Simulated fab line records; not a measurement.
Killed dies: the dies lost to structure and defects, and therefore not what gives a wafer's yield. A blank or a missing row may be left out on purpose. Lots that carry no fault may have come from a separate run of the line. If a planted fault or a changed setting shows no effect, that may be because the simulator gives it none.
fab line records + flow nand_harc
record:
- lots: 6
- wafers: 18
- last_day: 32
route steps=1302 shown A_M0@1146 END@1302
lots with no fault: from the same line, run without faults
start_h: start of the lot's first displayed wafer, in hours after the record's first day + wait_h: hours from the lot's prior step to this one + " identical to the entry in the row above + L1.1+2: a row that stands for several wafers + - value missing, or start not given + * or withheld: withheld + < > ~ a bound
route shown NAME@n: NAME is a module with steps in the file, n the number in the route of the first one + usual: average and standard deviation across the fault-free wafers + same: alike in all rows + chamber/n: place in a boat + sites: readings site by site + _std_site: the values' standard deviation + _edge_site: outer sites' mean less inner sites' + radius_mm: for every site, how far away it sits from the centre of the wafer + mask NAME#n: copy n + behind: the most recent tool/chamber to have shaped the wafer + hold: cause of the lot's hold/its duration in hours/its outcome + device: transistor that didn't switch, given as n, p or np + end of line: the route-end tests of the same wafers + step lacking rows: just its recipe + killed: the dies lost at the first sort to structure and to defects; this is not the yield of the wafer + map: shows each die of a wafer: x if killed, . if not, _ if none is there
set.NAME: the setting as run; set.NAME@STEP: as run at that earlier step + model.NAME: the simulator's own value behind a step, which no gauge read
certain route steps with their lots: each step a table, each wafer a row
services: when a tool's chamber went out of use (start_h, in hours from the record's first day, below 0 if earlier), for how many hours, and the reason
== steps ==
step: NHARC_A_M0_DEVELOP_08
recipe:
- develop_time_s: 35
- dev_temp_c: 23
step: NHARC_A_M0_CD_MEAS_09
recipe:
- target_cd_nm: 80
- landing_energy_ev: 500
usual:
- cd_nm: 80.4/0.72
| lot.wafer | tool      | chamber | start_h | wait_h | cd_nm |
|-----------|-----------|---------|---------|--------|-------|
| L631.1    | cd_sem-01 | 0       | 539.20  | -      | 80.3  |
| L631.5    | "         | 0       | "       | "      | 81.4  |
| L631.6    | "         | 0       | "       | "      | 80.3  |
| L632.2    | cd_sem-03 | 0       | 550.38  | -      | 80.3  |
| L632.3    | "         | 0       | "       | "      | 79.6  |
| L632.4    | "         | 0       | "       | "      | 81.4  |
| L634.1    | cd_sem-02 | 0       | 577.20  | -      | 79.4  |
| L634.2    | "         | 0       | "       | "      | 80.2  |
| L634.4    | "         | 0       | "       | "      | 80.1  |
| L637.3    | cd_sem-01 | 0       | 599.97  | -      | 78.1  |
| L637.4    | "         | 0       | "       | "      | 78.8  |
| L637.5    | "         | 0       | "       | "      | 78.2  |
| L644.1    | cd_sem-03 | 0       | 661.71  | -      | 81.2  |
| L644.2    | "         | 0       | "       | "      | 80.5  |
| L644.4    | "         | 0       | "       | "      | 80.6  |
| L649.2    | cd_sem-01 | 0       | 725.28  | -      | 80.0  |
| L649.5    | "         | 0       | "       | "      | 81.4  |
| L649.6    | "         | 0       | "       | "      | 80.0  |
step: NHARC_A_M0_OVL_MEAS_10
recipe:
- pitch_nm: 160
usual:
- overlay_x_nm: 0.3/1.1
- overlay_y_nm: 0.1/0.72
| lot.wafer | tool       | chamber | start_h | wait_h | overlay_x_nm | overlay_y_nm |
|-----------|------------|---------|---------|--------|--------------|--------------|
| L631.1    | overlay-01 | -       | 539.29  | -      | 1.4          | 0.7          |
| L631.5    | "          | -       | "       | "      | 1.2          | 1.1          |
| L631.6    | "          | -       | "       | "      | 1.5          | 0.6          |
| L632.2    | overlay-01 | -       | 550.46  | -      | 0.0          | -1.3         |
| L632.3    | "          | -       | "       | "      | 0.2          | -0.4         |
| L632.4    | "          | -       | "       | "      | -0.2         | -1.0         |
| L634.1    | overlay-01 | -       | 577.28  | -      | -1.3         | 0.9          |
| L634.2    | "          | -       | "       | "      | -1.2         | 0.5          |
| L634.4    | "          | -       | "       | "      | -1.4         | 0.3          |
| L637.3    | overlay-02 | -       | 600.05  | -      | -0.1         | -0.5         |
| L637.4    | "          | -       | "       | "      | 0.2          | -1.3         |
| L637.5    | "          | -       | "       | "      | 0.2          | -0.7         |
| L644.1    | overlay-01 | -       | 661.79  | -      | 0.3          | -0.2         |
| L644.2    | "          | -       | "       | "      | -0.1         | -0.7         |
| L644.4    | "          | -       | "       | "      | 0.0          | -0.8         |
| L649.2    | overlay-02 | -       | 725.37  | -      | -1.5         | 0.6          |
| L649.5    | "          | -       | "       | "      | -1.9         | 0.2          |
| L649.6    | "          | -       | "       | "      | -1.6         | 1.1          |
step: NHARC_A_M0_INSPECT_11
usual:
- raw_defect_count: 85/44
| lot.wafer | tool              | chamber | start_h | wait_h | raw_defect_count |
|-----------|-------------------|---------|---------|--------|------------------|
| L631.1    | defect_inspect-01 | -       | 539.33  | 0.0    | 75               |
| L631.5    | "                 | -       | "       | "      | 55               |
| L631.6    | "                 | -       | "       | "      | 58               |
| L632.2    | defect_inspect-02 | -       | 550.50  | 0.0    | 20               |
| L632.3    | "                 | -       | "       | "      | 21               |
| L632.4    | "                 | -       | "       | "      | 34               |
| L634.1    | defect_inspect-01 | -       | 577.32  | 0.0    | 179              |
| L634.2    | "                 | -       | "       | "      | 159              |
| L634.4    | "                 | -       | "       | "      | 192              |
| L637.3    | defect_inspect-01 | -       | 600.09  | 0.0    | 99               |
| L637.4    | "                 | -       | "       | "      | 95               |
| L637.5    | "                 | -       | "       | "      | 88               |
| L644.1    | defect_inspect-02 | -       | 661.83  | 0.0    | 106              |
| L644.2    | "                 | -       | "       | "      | 114              |
| L644.4    | "                 | -       | "       | "      | 127              |
| L649.2    | defect_inspect-01 | -       | 725.40  | 0.0    | 97               |
| L649.5    | "                 | -       | "       | "      | 96               |
| L649.6    | "                 | -       | "       | "      | 101              |
step: NHARC_A_M0_DESCUM_14
recipe:
- time_s: 3
- o2_flow_sccm: 200
- ar_flow_sccm: 0
- bias_power_w: 0
- chemistry: O2
step: NHARC_A_M0_ETCH_34
recipe:
- target_depth_a: 400
- overetch_a: 120
- time_s: 43.94
- ion_energy_ev: 200
- n2_flow_sccm: 150
- h2_flow_sccm: 150
- ar_flow_sccm: 0
- rf_w: 400
- bias_w: 150
- chemistry: N2/H2
usual:
- drypump_motor_current_A: 5.8/0.34
- oes_product_au: 1.001/0.014
- rf_vpp_V: 430.1/2.5
- showerhead_plenum_p_Torr: 2.02/0.09
- throttle_valve_pct: 14.169/0.0096
| lot.wafer | tool        | chamber | start_h | wait_h | drypump_motor_current_A | oes_product_au | rf_hours_counter_h | rf_vpp_V | showerhead_plenum_p_Torr | throttle_valve_pct |
|-----------|-------------|---------|---------|--------|-------------------------|----------------|--------------------|----------|--------------------------|--------------------|
| L631.1    | rie_diel-05 | 1       | 539.49  | 0.1    | 6.0                     | 1.003          | 7.0                | 429.9    | 2.01                     | 14.171             |
| L631.5    | "           | 3       | "       | "      | 5.5                     | 0.985          | -                  | 427.9    | 1.89                     | 14.174             |
| L631.6    | "           | 0       | "       | "      | 6.0                     | 0.984          | -                  | 429.4    | 2.02                     | 14.164             |
| L632.4    | rie_diel-05 | 1       | 550.65  | 0.1    | 6.0                     | 0.998          | 7.6                | 429.8    | 2.01                     | 14.156             |
| L632.3    | "           | 2       | "       | "      | 5.6                     | 0.990          | 7.7                | 432.5    | 2.11                     | 14.166             |
| L632.2    | "           | 3       | "       | "      | 5.5                     | 0.979          | 6.1                | 427.6    | 1.89                     | 14.174             |
| L634.2    | rie_diel-06 | 1       | 577.47  | 0.1    | 6.2                     | 1.032          | 5.1                | 426.0    | 1.89                     | 14.164             |
| L634.1    | "           | 2       | "       | "      | 6.0                     | 1.014          | 4.9                | 432.3    | 2.12                     | 14.174             |
| L634.4    | "           | 0       | "       | "      | 6.6                     | 0.987          | 3.5                | 434.0    | 2.19                     | 14.167             |
| L637.3    | rie_diel-06 | 1       | 600.24  | 0.1    | 6.2                     | 1.038          | 5.6                | 427.2    | 1.89                     | 14.163             |
| L637.4    | "           | 3       | "       | "      | 5.6                     | 1.003          | 5.6                | 430.6    | 2.01                     | 14.180             |
| L637.5    | "           | 0       | "       | "      | 6.5                     | 1.002          | -                  | 433.7    | 2.19                     | 14.166             |
| L644.4    | rie_diel-05 | 2       | 661.98  | 0.1    | 5.6                     | 1.018          | 3.3                | 432.7    | 2.11                     | 14.170             |
| L644.2    | "           | 3       | "       | "      | 5.5                     | 1.001          | 3.1                | 424.9    | 1.89                     | 14.154             |
| L644.1    | "           | 1       | "       | "      | 6.0                     | 0.988          | 3.2                | 429.7    | 2.01                     | 14.171             |
| L649.2    | rie_diel-05 | 3       | 725.58  | 0.1    | 5.5                     | 1.007          | 6.8                | 425.9    | 1.89                     | 14.166             |
| L649.5    | "           | 2       | "       | "      | 5.5                     | 1.010          | -                  | 431.5    | 2.11                     | 14.162             |
| L649.6    | "           | 3       | "       | "      | 5.5                     | 1.010          | -                  | 426.8    | 1.89                     | 14.189             |
step: NHARC_A_M0_ETCH_15
recipe:
- target_depth_a: 1500
- overetch_a: 150
- time_s: 82.5
- c4f8_flow_sccm: withheld
- ar_flow_sccm: 400
- rf_w: 600
- bias_w: 300
- chemistry: C4F8/Ar
step: NHARC_A_M0_CD_MEAS_16
usual:
- cd_nm: 80.4/0.92
| lot.wafer | tool      | chamber | start_h | wait_h | cd_nm |
|-----------|-----------|---------|---------|--------|-------|
| L631.1    | cd_sem-01 | -       | 539.69  | -      | 80.9  |
| L631.5    | "         | -       | "       | "      | 82.4  |
| L631.6    | "         | -       | "       | "      | 80.9  |
| L632.2    | cd_sem-03 | -       | 550.86  | -      | 80.6  |
| L632.3    | "         | -       | "       | "      | 80.2  |
| L632.4    | "         | -       | "       | "      | 81.6  |
| L634.1    | cd_sem-02 | -       | 577.68  | -      | 79.6  |
| L634.2    | "         | -       | "       | "      | 81.1  |
| L634.4    | "         | -       | "       | "      | 80.4  |
| L637.3    | cd_sem-02 | -       | 600.45  | -      | 78.9  |
| L637.4    | "         | -       | "       | "      | 78.7  |
| L637.5    | "         | -       | "       | "      | 77.7  |
| L644.1    | cd_sem-03 | -       | 662.19  | -      | 81.1  |
| L644.2    | "         | -       | "       | "      | 79.9  |
| L644.4    | "         | -       | "       | "      | 81.4  |
| L649.2    | cd_sem-01 | -       | 725.81  | -      | 79.9  |
| L649.5    | "         | -       | "       | "      | 81.8  |
| L649.6    | "         | -       | "       | "      | 80.0  |
step: NHARC_A_M0_STRIP_18
recipe:
- power_w: 1000
- n2_flow_sccm: 150
- h2_flow_sccm: 150
- ar_flow_sccm: 0
- bias_w: 0
- chemistry: N2/H2
usual:
- drypump_motor_current_A: 5.7/0.37
- oes_product_au: 1.002/0.011
- rf_vpp_V: 90.5/1
- showerhead_plenum_p_Torr: 2.02/0.085
- throttle_valve_pct: 14.171/0.0087
| lot.wafer | tool        | chamber | start_h | wait_h | drypump_motor_current_A | oes_product_au | rf_hours_counter_h | rf_vpp_V | showerhead_plenum_p_Torr | throttle_valve_pct |
|-----------|-------------|---------|---------|--------|-------------------------|----------------|--------------------|----------|--------------------------|--------------------|
| L631.1    | rie_diel-05 | 0       | 539.79  | 0.1    | 6.0                     | 0.977          | 6                  | 91.1     | 2.02                     | 14.161             |
| L631.6    | "           | 3       | "       | "      | 5.5                     | 0.988          | -                  | 90.1     | 1.89                     | 14.178             |
| L631.5    | "           | 0       | "       | "      | 6.0                     | 0.985          | -                  | 90.8     | 2.02                     | 14.178             |
| L632.2    | rie_diel-06 | 2       | 550.93  | 0.1    | 6.1                     | 1.012          | 4                  | 91.8     | 2.12                     | 14.159             |
| L632.3    | "           | 1       | "       | "      | 6.1                     | 1.008          | 4                  | 88.8     | 1.89                     | 14.159             |
| L632.4    | "           | 1       | "       | "      | 6.2                     | 1.020          | -                  | 90.5     | 1.89                     | 14.167             |
| L634.2    | rie_diel-08 | 2       | 577.76  | 0.1    | 5.8                     | 0.996          | 2                  | 89.7     | 2.07                     | 14.161             |
| L634.1    | "           | 0       | "       | "      | 5.1                     | 0.995          | 3                  | 91.6     | 2.10                     | 14.158             |
| L634.4    | "           | 1       | "       | "      | 5.4                     | 1.005          | 2                  | 89.3     | 1.95                     | 14.177             |
| L637.3    | rie_diel-05 | 0       | 600.52  | 0.1    | 6.0                     | 1.003          | 0                  | 90.4     | 2.02                     | 14.164             |
| L637.4    | "           | 3       | "       | "      | 5.5                     | 1.006          | 0                  | 90.0     | 1.89                     | 14.161             |
| L637.5    | "           | 0       | "       | "      | 6.0                     | 0.989          | -                  | 91.0     | 2.02                     | 14.175             |
| L644.1    | rie_diel-05 | 2       | 662.27  | 0.1    | 5.6                     | 1.003          | 3                  | 92.1     | 2.11                     | 14.187             |
| L644.4    | "           | 3       | "       | "      | 5.5                     | 0.987          | 3                  | 89.6     | 1.89                     | 14.174             |
| L644.2    | "           | 0       | "       | "      | 6.0                     | 0.991          | 3                  | 88.9     | 2.02                     | 14.160             |
| L649.2    | rie_diel-06 | 1       | 725.96  | 0.1    | 6.2                     | 1.000          | 2                  | 89.0     | 1.89                     | 14.174             |
| L649.6    | "           | 2       | "       | "      | 6.1                     | 1.019          | -                  | 92.5     | 2.12                     | 14.168             |
| L649.5    | "           | 3       | "       | "      | 5.6                     | 0.998          | -                  | 90.5     | 2.00                     | 14.169             |
step: NHARC_A_M0_STRIP_19
recipe:
- time_s: 600
- temp_c: 30
- chemistry: post_etch_residue_remover
step: NHARC_A_M0_DEGAS_28
recipe:
- temp_c: 250
- time_s: 60
usual:
- heater_power_w: 327/32
| lot.wafer | tool           | chamber | start_h | wait_h | heater_power_w |
|-----------|----------------|---------|---------|--------|----------------|
| L631.1    | pvd_sputter-02 | -       | 540.33  | -      | 349            |
| L631.5    | "              | -       | "       | "      | 327            |
| L631.6    | "              | -       | "       | "      | 308            |
| L632.2    | pvd_sputter-01 | -       | 551.53  | -      | 284            |
| L632.4    | "              | -       | "       | "      | 299            |
| L632.3    | "              | -       | "       | "      | 339            |
| L634.2    | pvd_sputter-02 | -       | 578.30  | -      | 370            |
| L634.1    | "              | -       | "       | "      | 345            |
| L634.4    | "              | -       | "       | "      | 309            |
| L637.3    | pvd_sputter-02 | -       | 601.07  | -      | 338            |
| L637.4    | "              | -       | "       | "      | 308            |
| L637.5    | "              | -       | "       | "      | 342            |
| L644.4    | pvd_sputter-01 | -       | 662.81  | -      | 293            |
| L644.2    | "              | -       | "       | "      | 336            |
| L644.1    | "              | -       | "       | "      | 378            |
| L649.2    | pvd_sputter-01 | -       | 726.44  | -      | 355            |
| L649.5    | "              | -       | "       | "      | 283            |
| L649.6    | "              | -       | "       | "      | 295            |
step: NHARC_A_M0_PRE_CLEAN_29
recipe:
- time_s: 30
- temp_c: 280
- gas: H2/He
usual:
- heater_power_w: 402/38
| lot.wafer | tool           | chamber | start_h | wait_h | heater_power_w |
|-----------|----------------|---------|---------|--------|----------------|
| L631.1    | pvd_sputter-02 | -       | -       | -      | 448            |
| L631.6    | "              | -       | "       | "      | 388            |
| L631.5    | "              | -       | "       | "      | 455            |
| L632.3    | pvd_sputter-01 | -       | -       | -      | 365            |
| L632.4    | "              | -       | "       | "      | 419            |
| L632.2    | "              | -       | "       | "      | 358            |
| L634.1    | pvd_sputter-02 | -       | -       | -      | 405            |
| L634.4    | "              | -       | "       | "      | 451            |
| L634.2    | "              | -       | "       | "      | 432            |
| L637.4    | pvd_sputter-02 | -       | -       | -      | 375            |
| L637.3    | "              | -       | "       | "      | 419            |
| L637.5    | "              | -       | "       | "      | 380            |
| L644.1    | pvd_sputter-01 | -       | -       | -      | 344            |
| L644.4    | "              | -       | "       | "      | 419            |
| L644.2    | "              | -       | "       | "      | 450            |
| L649.2    | pvd_sputter-01 | -       | -       | -      | 426            |
| L649.6    | "              | -       | "       | "      | 410            |
| L649.5    | "              | -       | "       | "      | 437            |
step: NHARC_A_M0_PVD_20
recipe:
- target_thk_a: 50
- bias_v: 168.6
- power_w: 15000
- chamber_pressure_pa: 0.12
- time_s: 8.06
- substrate_temp_c: 50
- material: TaN
usual:
- cathode_dc_power_W: 15001/2.8
- throttle_valve_pct: 29.9/1.1
| lot.wafer | tool           | chamber | start_h | wait_h | cathode_dc_power_W | throttle_valve_pct |
|-----------|----------------|---------|---------|--------|--------------------|--------------------|
| L631.1    | pvd_sputter-02 | -       | 540.42  | -      | 15004              | 29.7               |
| L631.5    | "              | -       | "       | "      | 15001              | 29.6               |
| L631.6    | "              | -       | "       | "      | 15002              | 30.2               |
| L632.3    | pvd_sputter-01 | -       | 551.64  | -      | 14994              | 29.3               |
| L632.2    | "              | -       | "       | "      | 15004              | 31.8               |
| L632.4    | "              | -       | "       | "      | 14998              | 30.5               |
| L634.2    | pvd_sputter-02 | -       | 578.41  | -      | 14998              | 30.1               |
| L634.4    | "              | -       | "       | "      | 15926              | 31.2               |
| L634.1    | "              | -       | "       | "      | 14998              | 29.7               |
| L637.4    | pvd_sputter-02 | -       | 601.19  | -      | 15931              | 31.0               |
| L637.3    | "              | -       | "       | "      | 15003              | 29.5               |
| L637.5    | "              | -       | "       | "      | 15002              | 30.4               |
| L644.4    | pvd_sputter-01 | -       | 662.92  | -      | 15000              | 30.2               |
| L644.2    | "              | -       | "       | "      | 15002              | 29.6               |
| L644.1    | "              | -       | "       | "      | 14997              | 28.9               |
| L649.2    | pvd_sputter-01 | -       | 726.55  | -      | 15003              | 29.3               |
| L649.5    | "              | -       | "       | "      | 15004              | 31.4               |
| L649.6    | "              | -       | "       | "      | 15003              | 29.5               |
step: NHARC_A_M0_PVD_21
recipe:
- target_thk_a: 300
- chamber_pressure_pa: 5
- power_w: 5000
- substrate_temp_c: 30
- time_s: 20.49
- material: Cu
usual:
- cathode_dc_power_W: 5000.0/0.96
- throttle_valve_pct: 29.9/1
| lot.wafer | tool           | chamber | start_h | wait_h | cathode_dc_power_W | throttle_valve_pct |
|-----------|----------------|---------|---------|--------|--------------------|--------------------|
| L631.1    | pvd_sputter-02 | -       | -       | -      | 4998.8             | 29.7               |
| L631.6    | "              | -       | "       | "      | 5000.0             | 29.1               |
| L631.5    | "              | -       | "       | "      | 5001.3             | 29.7               |
| L632.4    | pvd_sputter-01 | -       | -       | -      | 5000.0             | 29.8               |
| L632.2    | "              | -       | "       | "      | 5001.0             | 31.8               |
| L632.3    | "              | -       | "       | "      | 4998.1             | 29.1               |
| L634.4    | pvd_sputter-02 | -       | -       | -      | 4999.2             | 29.2               |
| L634.1    | "              | -       | "       | "      | 4999.7             | 29.5               |
| L634.2    | "              | -       | "       | "      | 4999.2             | 30.8               |
| L637.4    | pvd_sputter-02 | -       | -       | -      | 4999.2             | 30.4               |
| L637.3    | "              | -       | "       | "      | 4999.7             | 31.0               |
| L637.5    | "              | -       | "       | "      | 4999.5             | 29.6               |
| L644.1    | pvd_sputter-01 | -       | -       | -      | 5001.2             | 31.2               |
| L644.2    | "              | -       | "       | "      | 5000.3             | 29.5               |
| L644.4    | "              | -       | "       | "      | 5001.2             | 29.0               |
| L649.2    | pvd_sputter-01 | -       | -       | -      | 4998.9             | 29.5               |
| L649.5    | "              | -       | "       | "      | 5001.2             | 29.5               |
| L649.6    | "              | -       | "       | "      | 4999.9             | 28.7               |
step: NHARC_END_SORT_01
recipe:
- temp_c: 25
usual:
- defect_limited_yield: 91/3.2
- killed_at_array: 55/22
- killed_at_other: 0.9/1.2
- killed_at_periphery: 3.6/2.3
- killed_dies: 60/22
- killed_open: 3.2/1.9
- killed_short: 2.5/1.6
same:
- gross_dies: 677
| lot.wafer | tool      | chamber | start_h | wait_h | defect_limited_yield[%] | killed_at_array | killed_at_other | killed_at_periphery | killed_dies | killed_open | killed_short |
|-----------|-----------|---------|---------|--------|-------------------------|-----------------|-----------------|---------------------|-------------|-------------|--------------|
| L631.1    | prober-01 | 0       | 578.89  | 2.5    | 92                      | 44              | 1               | 7                   | 52          | 0           | 1            |
| L631.5    | prober-01 | 0       | 582.08  | 3.7    | 93                      | 39              | 0               | 6                   | 45          | 4           | 1            |
| L631.6    | prober-01 | 0       | 582.88  | 4.0    | 95                      | 29              | 0               | 6                   | 35          | 5           | 1            |
| L634.1    | prober-02 | 0       | 615.98  | 2.5    | 84                      | 105             | 1               | 1                   | 107         | 2           | 2            |
| L634.2    | prober-02 | 0       | 616.76  | 2.8    | 83                      | 109             | 2               | 5                   | 116         | 3           | 7            |
| L634.4    | prober-02 | 0       | 618.33  | 3.4    | 85                      | 94              | 2               | 3                   | 99          | 3           | 3            |
| L637.3    | prober-01 | 0       | 641.55  | 3.1    | 92                      | 44              | 3               | 5                   | 52          | 2           | 2            |
| L637.4    | prober-01 | 0       | 642.34  | 3.4    | 91                      | 57              | 0               | 2                   | 59          | 2           | 0            |
| L637.5    | prober-01 | 0       | 643.14  | 3.7    | 90                      | 61              | 5               | 3                   | 69          | 1           | 0            |
killed by level:class
L631.1 A_SLIT:chamber_film_flake=20 A_CHANNEL_HOLE_D2:chamber_film_flake=12 P_BONDPAD:chamber_film_flake=5 A_CONTACT:chamber_film_flake=5 A_CHANNEL_HOLE_D1:chamber_film_flake=2 P_ZERO_WELL:chamber_film_flake=1 P_GATE:chamber_film_flake=1 STARTING-WAFER:geometric_particle:short=1
L631.5 A_SLIT:chamber_film_flake=21 A_CHANNEL_HOLE_D2:chamber_film_flake=9 A_ZERO_WELL:chamber_film_flake=2 A_CHANNEL_HOLE_D1:chamber_film_flake=2 P_CONTACT:geometric_particle:open=1 P_M0:geometric_particle:open=1 P_M1:geometric_particle:open=1 A_CHANNEL_HOLE_D2:geometric_particle:open=1
L631.6 A_SLIT:chamber_film_flake=14 A_CHANNEL_HOLE_D2:chamber_film_flake=6 P_CONTACT:geometric_particle:open=3 P_BONDPAD:chamber_film_flake=3 A_CONTACT:chamber_film_flake=3 A_STAIRCASE:chamber_film_flake=2 A_CHANNEL_FILL_D2:geometric_particle:open=1 A_BLC:geometric_particle:open=1
L634.1 A_CHANNEL_HOLE_D2:chamber_film_flake=41 A_CHANNEL_HOLE_D1:chamber_film_flake=30 A_SLIT:chamber_film_flake=21 A_CONTACT:chamber_film_flake=8 A_CHANNEL_HOLE_D2:geometric_particle:open=2 A_CHANNEL_FILL_D2:geometric_particle:short=1 A_SGD_CUT:geometric_particle:short=1 P_M0:chamber_film_flake=1
L634.2 A_CHANNEL_HOLE_D2:chamber_film_flake=35 A_SLIT:chamber_film_flake=33 A_CHANNEL_HOLE_D1:chamber_film_flake=22 A_CONTACT:chamber_film_flake=9 A_SGD_CUT:geometric_particle:short=2 P_ZERO_WELL:chamber_film_flake=2 THIN_TSV:chamber_film_flake=2 P_CONTACT:geometric_particle:open=1
L634.4 A_SLIT:chamber_film_flake=35 A_CHANNEL_HOLE_D1:chamber_film_flake=27 A_CHANNEL_HOLE_D2:chamber_film_flake=21 A_CONTACT:chamber_film_flake=4 A_ONON_D1:geometric_particle:open=2 A_WL_FILL:geometric_particle:short=2 THIN_TSV:chamber_film_flake=2 P_M0:geometric_particle:open=1
L637.3 A_SLIT:chamber_film_flake=16 A_CHANNEL_HOLE_D2:chamber_film_flake=8 A_CONTACT:chamber_film_flake=7 A_CHANNEL_HOLE_D1:chamber_film_flake=5 THIN_TSV:chamber_film_flake=3 P_M2:chamber_film_flake=2 A_STAIRCASE:chamber_film_flake=2 P_M2:geometric_particle:open=1
L637.4 A_SLIT:chamber_film_flake=30 A_CHANNEL_HOLE_D2:chamber_film_flake=15 A_CHANNEL_HOLE_D1:chamber_film_flake=4 A_CONTACT:chamber_film_flake=3 A_DECK1_JOINT:chamber_film_flake=2 P_M0:geometric_particle:open=1 A_CHANNEL_FILL_D2:geometric_particle:open=1 P_GATE:chamber_film_flake=1
L637.5 A_SLIT:chamber_film_flake=35 A_CHANNEL_HOLE_D2:chamber_film_flake=8 A_CHANNEL_HOLE_D1:chamber_film_flake=6 A_CONTACT:chamber_film_flake=6 THIN_TSV:chamber_film_flake=5 P_STI:chamber_film_flake=2 A_STAIRCASE:chamber_film_flake=2 A_SGD_CUT:geometric_particle:open=1
== services ==
| tool           | chamber | start_h | hours | kind   |
|----------------|---------|---------|-------|--------|
| rie_diel-06    | 2       | 517.52  | 3.5   | repair |
| rie_diel-05    | 0       | 524.36  | 6.7   | repair |
| rie_diel-06    | 0       | 533.93  | 27.3  | repair |
| rie_diel-05    | 0       | 538.23  | -     | clean  |
| rie_diel-05    | 1       | 538.23  | -     | clean  |
| rie_diel-05    | 2       | 538.23  | -     | clean  |
| rie_diel-08    | -       | 545.27  | 9.0   | pm     |
| rie_diel-05    | 2       | 570.26  | 6.1   | repair |
| pvd_sputter-01 | -       | 582.00  | 10.0  | pm     |
| rie_diel-05    | -       | 583.73  | 9.0   | pm     |
| rie_diel-06    | -       | 586.36  | 0.4   | repair |
| rie_diel-08    | 1       | 601.31  | 15.1  | repair |
| rie_diel-06    | 1       | 606.07  | 2.9   | repair |
| rie_diel-08    | 0       | 635.84  | 4.7   | repair |
| pvd_sputter-02 | -       | 638.06  | 10.0  | pm     |
| rie_diel-05    | 3       | 649.22  | 3.5   | repair |
| rie_diel-06    | -       | 661.21  | 9.0   | pm     |
| rie_diel-08    | 3       | 669.66  | 14.6  | repair |
| rie_diel-05    | 1       | 689.59  | 38.9  | repair |
| rie_diel-06    | 3       | 697.35  | 2.2   | repair |
| rie_diel-06    | 3       | 702.07  | 7.0   | repair |
| rie_diel-08    | 2       | 708.62  | 8.6   | repair |
| rie_diel-06    | 3       | 709.86  | 5.1   | repair |
| rie_diel-08    | -       | 722.27  | 9.0   | pm     |
== key ==
first_sign:
- step: NHARC_A_M0_PVD_20
- reading: cathode_dc_power_W
- direction: up
- sigmas: 99+
- usual: *
- struck: *
effect none on later readings
met_at NHARC_A_M0_PVD_20
struck_wafers L634.4,L637.4
loop_trim:
- step: NHARC_A_M0_EXPOSE_06
- setting: dose
- lots: L637
fault:
- kind: process_parameter_drift
- tool: pvd_sputter-02
- chamber: -
- onset_h: 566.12
- steps: NHARC_A_M0_PVD_20
- channel: power_w
- offset: *
- shape: step
- end_h: 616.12
- acts_in: *
- stated: *
- scope: struck_wafers_only
loop_trim: a control loop set the setting to another value than it would have without faults
